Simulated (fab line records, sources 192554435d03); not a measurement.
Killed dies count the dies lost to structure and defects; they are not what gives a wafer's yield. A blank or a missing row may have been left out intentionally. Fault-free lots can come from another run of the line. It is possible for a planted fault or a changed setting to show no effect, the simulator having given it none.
fab line records + flow n5Finfet + part 2 of 2: steps 27 to 32 of 32
[record]
- lots = 5
- wafers = 15
- lastDay = 20
route steps=1938 shown BEOL_M14@1723
lots that met no fault: taken from a fault-free run of the same line
startH: hours from the record's first day to the start of the lot's first wafer shown + waitH: hours from the lot's prior step to this one + " unchanged from the row above + L1.1+2: several wafers, shown together as one row + - either no value or no given start + * or withheld: withheld + < > ~ a bound
route shown NAME@n: NAME is a module with steps in the file, n the number in the route of the first one + usual: average and standard deviation across the fault-free wafers + same: alike in all rows + chamber/n: place in a boat + sites: the reading at each site + _std_site: standard deviation of those values + _edge_site: mean of outer sites minus mean of inner sites + radiusMm: for every site, how far away it sits from the centre of the wafer + mask NAME#n: copy n + behind: tool/chamber where the wafer was last shaped + hold: why the lot went on hold/how many hours it stayed there/how the hold came to an end + device: names the non-switching transistor (n, p or np) + end of line: tests run on the same wafers once the route is complete + a step given without rows: its recipe and nothing more + killed: at the first sort, the dies lost to defects and structure; wafer yield is something else + map: the dies of a wafer, with x for killed, . for not killed, _ for no die there
set.NAME: the run value of the setting; set.NAME@STEP: its run value at that earlier step + model.NAME: the simulator's own value behind a step, which no gauge read
a table for each step, a row for each wafer; lots at some steps of the route
services: from which hour (startH, from the record's first day; less than 0 if before it) a tool's chamber was out of use, for how many hours, and why
[[steps]]
[step N5_BEOL_M14_DESCUM_33]
[recipe]
- chemistry = O2
- timeS = 7.9
- sourcePowerW = 50
- biasPowerW = 20
- pressureMtorr = 20
- rfFrequencyHz = 2.712e+07
- tempC = 40
- o2FlowSccm = 225
[usual]
- drypumpMotorCurrentA = 5.6/0.47
- oesProductAu = 0.80/0.085
- rfVppV = 243.4/1.5
- showerheadPlenumPTorr = 2.11/0.08
- throttleValvePct = 20.30/0.19
| lot.wafer | tool       | chamber | startH | waitH | drypumpMotorCurrentA | oesProductAu | rfHoursCounterH | rfVppV | showerheadPlenumPTorr | throttleValvePct |
|-----------|------------|---------|--------|-------|----------------------|--------------|-----------------|--------|-----------------------|------------------|
| L076.3    | rieDiel-02 | 1       | 271.16 | 0.0   | 5.6                  | 0.74         | 173             | 241.5  | 1.99                  | 20.32            |
| L076.4    | "          | 0       | "      | "     | 5.3                  | 0.70         | -               | 242.5  | 2.06                  | 20.28            |
| L076.6    | "          | 3       | "      | "     | 5.7                  | 0.94         | -               | 244.0  | 2.14                  | 19.89            |
| L078.1    | rieDiel-04 | 2       | 300.19 | 0.0   | 5.8                  | 0.78         | 117             | 240.0  | 2.02                  | 20.22            |
| L078.3    | "          | 0       | "      | "     | 5.7                  | 0.86         | 69              | 245.1  | 2.20                  | 20.18            |
| L078.6    | "          | 0       | "      | "     | 5.7                  | 0.85         | -               | 244.7  | 2.20                  | 20.17            |
| L089.2    | rieDiel-01 | 1       | 356.05 | 0.1   | 5.3                  | 0.86         | 42              | 242.1  | 2.05                  | 20.39            |
| L089.5    | "          | 1       | "      | "     | 5.3                  | 0.87         | -               | 241.3  | 2.05                  | 20.38            |
| L089.6    | "          | 0       | "      | "     | 4.9                  | 0.69         | -               | 241.9  | 2.07                  | 20.71            |
| L093.2    | rieDiel-04 | 3       | 373.20 | 0.0   | 5.8                  | 0.68         | 234             | 242.8  | 2.05                  | 20.24            |
| L093.3    | "          | 0       | "      | "     | 5.7                  | 0.82         | 94              | 245.0  | 2.19                  | 20.23            |
| L093.6    | "          | 1       | "      | "     | 6.4                  | 0.93         | -               | 243.0  | 2.11                  | 20.13            |
| L097.4    | rieDiel-01 | 1       | 446.28 | 0.1   | 5.3                  | 0.82         | -               | 241.7  | 2.04                  | 20.43            |
| L097.5    | "          | 2       | "      | "     | 6.4                  | 0.77         | -               | 246.5  | 2.19                  | 20.47            |
| L097.6    | "          | 3       | "      | "     | 4.9                  | 0.77         | -               | 245.3  | 2.18                  | 20.34            |
[step N5_BEOL_M14_ETCH_67]
[recipe]
- chemistry = CF4
- target = SiARC
- targetDepthA = 1430
- timeS = 238.3
- ionEnergyEv = 80
- pressureMtorr = 40
- sourceW = 545
- biasW = 36
- Ar_flow_sccm = 100
- cf4FlowSccm = 100
- ends = cleared
[usual]
- drypumpMotorCurrentA = 5.6/0.47
- etchRfOnTimeS = 238/5.6
- oesProductAu = 0.69/0.073
- rfVppV = 184.3/1.3
- showerheadPlenumPTorr = 2.16/0.074
- throttleValvePct = 15.52/0.16
| lot.wafer | tool       | chamber | startH | waitH | drypumpMotorCurrentA | etchRfOnTimeS | oesProductAu | rfHoursCounterH | rfVppV | showerheadPlenumPTorr | throttleValvePct |
|-----------|------------|---------|--------|-------|----------------------|---------------|--------------|-----------------|--------|-----------------------|------------------|
| L076.3    | rieDiel-02 | 1       | 271.19 | 0.0   | 5.6                  | 237           | 0.64         | 173             | 183.2  | 2.06                  | 15.58            |
| L076.4    | "          | 0       | "      | "     | 5.3                  | 234           | 0.61         | -               | 185.2  | 2.13                  | 15.66            |
| L076.6    | "          | 3       | "      | "     | 5.7                  | 227           | 0.81         | -               | 183.8  | 2.20                  | 15.15            |
| L078.1    | rieDiel-04 | 2       | 300.23 | 0.0   | 5.7                  | 243           | 0.66         | 117             | 183.4  | 2.08                  | 15.56            |
| L078.3    | "          | 0       | "      | "     | 5.7                  | 238           | 0.73         | 69              | 185.8  | 2.25                  | 15.41            |
| L078.6    | "          | 0       | "      | "     | 5.7                  | 239           | 0.72         | -               | 185.9  | 2.25                  | 15.40            |
| L089.2    | rieDiel-01 | 1       | 356.08 | 0.0   | 5.3                  | 238           | 0.74         | 42              | 183.7  | 2.09                  | 15.49            |
| L089.5    | "          | 1       | "      | "     | 5.3                  | 240           | 0.74         | -               | 183.6  | 2.09                  | 15.48            |
| L089.6    | "          | 0       | "      | "     | 4.9                  | 250           | 0.57         | -               | 183.5  | 2.11                  | 15.79            |
| L093.2    | rieDiel-04 | 3       | 373.23 | 0.0   | 5.8                  | 239           | 0.59         | 234             | 184.3  | 2.12                  | 15.70            |
| L093.3    | "          | 0       | "      | "     | 5.7                  | 243           | 0.70         | 94              | 186.6  | 2.24                  | 15.45            |
| L093.6    | "          | 1       | "      | "     | 6.4                  | 243           | 0.78         | -               | 185.9  | 2.17                  | 15.41            |
| L097.4    | rieDiel-01 | 1       | 446.37 | 0.1   | 5.3                  | 235           | 0.70         | -               | 184.4  | 2.08                  | 15.55            |
| L097.5    | "          | 2       | "      | "     | 6.4                  | 239           | 0.65         | -               | 185.2  | 2.24                  | 15.60            |
| L097.6    | "          | 3       | "      | "     | 4.9                  | 236           | 0.64         | -               | 183.2  | 2.22                  | 15.50            |
[step N5_BEOL_M14_ETCH_68]
[recipe]
- chemistry = N2/H2
- target = SOC
- maskMaterial = SiARC
- sourceW = 3000
- biasW = 350
- tempC = 40
- timeS = 450
- ionEnergyEv = 200
- pressureMtorr = 30
- n2FlowSccm = 200
- h2FlowSccm = 200
[usual]
- drypumpMotorCurrentA = 5.6/0.47
- oesProductAu = 0.80/0.084
- rfVppV = 524.4/2.8
- showerheadPlenumPTorr = 2.56/0.1
- throttleValvePct = 17.70/0.15
| lot.wafer | tool       | chamber | startH | waitH | drypumpMotorCurrentA | oesProductAu | rfHoursCounterH | rfVppV | showerheadPlenumPTorr | throttleValvePct |
|-----------|------------|---------|--------|-------|----------------------|--------------|-----------------|--------|-----------------------|------------------|
| L076.3    | rieDiel-02 | 1       | 271.34 | 0.1   | 5.6                  | 0.75         | 173             | 520.7  | 2.43                  | 17.74            |
| L076.4    | "          | 0       | "      | "     | 5.3                  | 0.71         | -               | 523.5  | 2.50                  | 17.69            |
| L076.6    | "          | 3       | "      | "     | 5.6                  | 0.94         | -               | 523.9  | 2.62                  | 17.41            |
| L078.1    | rieDiel-04 | 2       | 300.37 | 0.1   | 5.8                  | 0.78         | 117             | 522.5  | 2.45                  | 17.52            |
| L078.3    | "          | 0       | "      | "     | 5.7                  | 0.84         | 69              | 527.5  | 2.70                  | 17.72            |
| L078.6    | "          | 0       | "      | "     | 5.7                  | 0.84         | -               | 527.8  | 2.70                  | 17.72            |
| L089.2    | rieDiel-01 | 1       | 356.23 | 0.1   | 5.3                  | 0.86         | 42              | 522.2  | 2.48                  | 17.65            |
| L089.5    | "          | 1       | "      | "     | 5.3                  | 0.86         | -               | 522.8  | 2.48                  | 17.63            |
| L089.6    | "          | 0       | "      | "     | 4.9                  | 0.68         | -               | 523.3  | 2.48                  | 17.87            |
| L093.2    | rieDiel-04 | 3       | 373.38 | 0.1   | 5.8                  | 0.67         | 234             | 523.0  | 2.51                  | 17.95            |
| L093.3    | "          | 0       | "      | "     | 5.7                  | 0.81         | 94              | 527.6  | 2.69                  | 17.77            |
| L093.6    | "          | 1       | "      | "     | 6.4                  | 0.91         | -               | 526.0  | 2.59                  | 17.51            |
| L097.4    | rieDiel-01 | 1       | 446.58 | 0.1   | 5.3                  | 0.81         | -               | 521.7  | 2.47                  | 17.70            |
| L097.5    | "          | 2       | "      | "     | 6.4                  | 0.76         | -               | 526.8  | 2.67                  | 17.90            |
| L097.6    | "          | 3       | "      | "     | 4.9                  | 0.75         | -               | 526.0  | 2.66                  | 17.72            |
[step N5_BEOL_M14_STRIP_69]
[recipe]
- chemistry = N2/H2
- tempC = 40
- n2FlowSccm = 200
- h2FlowSccm = 200
- rfFrequencyHz = 6e+07
| lot.wafer  | tool       | chamber | startH | waitH |
|------------|------------|---------|--------|-------|
| L076.3+4+6 | rieDiel-02 | 1,0,3   | 271.60 | 0.1   |
| L078.1+3+6 | rieDiel-04 | 2,0,0   | 300.64 | 0.1   |
| L089.2+5+6 | rieDiel-01 | 1,1,0   | 356.49 | 0.1   |
| L093.2+3+6 | rieDiel-04 | 3,0,1   | 373.64 | 0.1   |
| L097.4+5+6 | rieDiel-01 | 1,2,3   | 446.71 | 0.0   |
[step N5_BEOL_M14_TRENCH_ETCH_34]
[recipe]
- chemistry = C4F8/O2/Ar
- target = SiO2
- targetDepthA = 5566.5
- maskMaterial = SOC
- heInnerTorr = 15
- heOuterTorr = 30
- timeS = 126.9
- ionEnergyEv = 800
- pressureMtorr = 20
- sourceW = 1905
- biasW = 2040
- Ar_flow_sccm = 400
- C4F8_flow_sccm = 16
- O2_flow_sccm = 12
[usual]
- drypumpMotorCurrentA = 5.6/0.47
- oes_ar_750_au = 0.80/0.079
- oes_o_777_au = 0.80/0.078
- oesProductAu = 0.80/0.085
- rfVppV = 2219/35
- showerheadPlenumPTorr = 3.47/0.11
- throttleValvePct = 30.82/0.17
| lot.wafer | tool       | chamber | startH | waitH | drypumpMotorCurrentA | oes_ar_750_au | oes_o_777_au | oesProductAu | rfHoursCounterH | rfVppV | showerheadPlenumPTorr | throttleValvePct |
|-----------|------------|---------|--------|-------|----------------------|---------------|--------------|--------------|-----------------|--------|-----------------------|------------------|
| L076.3    | rieDiel-02 | 1       | 271.61 | 0.0   | 5.7                  | 0.75          | 0.74         | 0.75         | 173             | 2224   | 3.31                  | 30.98            |
| L076.4    | "          | 0       | "      | "     | 5.3                  | 0.72          | 0.73         | 0.72         | -               | 2192   | 3.42                  | 30.92            |
| L076.6    | "          | 3       | "      | "     | 5.7                  | 0.93          | 0.92         | 0.94         | -               | 2230   | 3.54                  | 30.59            |
| L078.1    | rieDiel-04 | 2       | 300.65 | 0.0   | 5.8                  | 0.79          | 0.79         | 0.78         | 117             | 2184   | 3.35                  | 30.75            |
| L078.3    | "          | 0       | "      | "     | 5.7                  | 0.85          | 0.85         | 0.85         | 69              | 2262   | 3.59                  | 30.55            |
| L078.6    | "          | 0       | "      | "     | 5.7                  | 0.85          | 0.85         | 0.85         | -               | 2263   | 3.59                  | 30.57            |
| L089.2    | rieDiel-01 | 1       | 356.50 | 0.0   | 5.3                  | 0.84          | 0.85         | 0.86         | 42              | 2239   | 3.34                  | 30.70            |
| L089.5    | "          | 1       | "      | "     | 5.3                  | 0.85          | 0.84         | 0.85         | -               | 2242   | 3.34                  | 30.72            |
| L089.6    | "          | 0       | "      | "     | 5.0                  | 0.68          | 0.68         | 0.67         | -               | 2253   | 3.39                  | 31.14            |
| L093.2    | rieDiel-04 | 3       | 373.65 | 0.0   | 5.8                  | 0.70          | 0.69         | 0.69         | 234             | 2205   | 3.42                  | 30.94            |
| L093.3    | "          | 0       | "      | "     | 5.7                  | 0.82          | 0.82         | 0.82         | 94              | 2264   | 3.58                  | 30.56            |
| L093.6    | "          | 1       | "      | "     | 6.4                  | 0.92          | 0.90         | 0.91         | -               | 2153   | 3.49                  | 30.66            |
| L097.4    | rieDiel-01 | 1       | 446.78 | 0.1   | 5.3                  | 0.80          | 0.80         | 0.80         | -               | 2240   | 3.32                  | 30.73            |
| L097.5    | "          | 2       | "      | "     | 6.4                  | 0.76          | 0.76         | 0.75         | -               | 2273   | 3.60                  | 31.04            |
| L097.6    | "          | 3       | "      | "     | 4.9                  | 0.75          | 0.75         | 0.75         | -               | 2199   | 3.56                  | 30.67            |
[step N5_BEOL_M14_STRIP_70]
[recipe]
- chemistry = C4F8/O2/Ar
- resist = SiARC
- rfFrequencyHz = 6e+07
| lot.wafer  | tool       | chamber | startH | waitH |
|------------|------------|---------|--------|-------|
| L076.3+4+6 | rieDiel-02 | 1,0,3   | 271.73 | 0.1   |
| L078.1+3+6 | rieDiel-04 | 2,0,0   | 300.76 | 0.1   |
| L089.2+5+6 | rieDiel-01 | 1,1,0   | 356.62 | 0.1   |
| L093.2+3+6 | rieDiel-04 | 3,0,1   | 373.77 | 0.1   |
| L097.4+5+6 | rieDiel-01 | 1,2,3   | 446.84 | 0.0   |
[[services]]
| tool          | chamber | startH | hours | kind   |
|---------------|---------|--------|-------|--------|
| krfScanner-01 | -       | 269.52 | 4.0   | pm     |
| krfScanner-02 | -       | 278.90 | 1.0   | pm     |
| krfScanner-01 | -       | 290.03 | 0.8   | pm     |
| rieDiel-02    | 1       | 300.39 | 15.4  | repair |
| krfScanner-01 | -       | 302.46 | 1.0   | pm     |
| rieDiel-02    | 3       | 305.25 | 2.1   | repair |
| rieDiel-04    | 1       | 308.27 | 2.9   | repair |
| rieDiel-04    | 0       | 311.57 | 9.9   | repair |
| krfScanner-01 | -       | 318.54 | 1.3   | pm     |
| krfScanner-02 | -       | 326.00 | 0.4   | repair |
| rieDiel-04    | 3       | 346.23 | 10.6  | repair |
| rieDiel-04    | -       | 352.25 | 0.6   | repair |
| krfScanner-02 | -       | 357.11 | 0.8   | pm     |
| krfScanner-01 | -       | 361.03 | 2.7   | repair |
| krfScanner-02 | -       | 369.20 | 1.0   | repair |
| rieDiel-01    | 0       | 371.46 | 2.1   | repair |
| krfScanner-01 | -       | 372.22 | 0.6   | repair |
| krfScanner-02 | -       | 376.13 | 1.3   | pm     |
| rieDiel-01    | 0       | 383.71 | 77.6  | repair |
| rieDiel-02    | 0       | 389.92 | 9.1   | repair |
| wetBench-03   | -       | 393.47 | 1.0   | repair |
| krfScanner-02 | -       | 407.25 | 36.0  | pm     |
| wetBench-02   | -       | 407.40 | 1.9   | pm     |
| rieDiel-02    | 1       | 444.32 | 12.7  | repair |
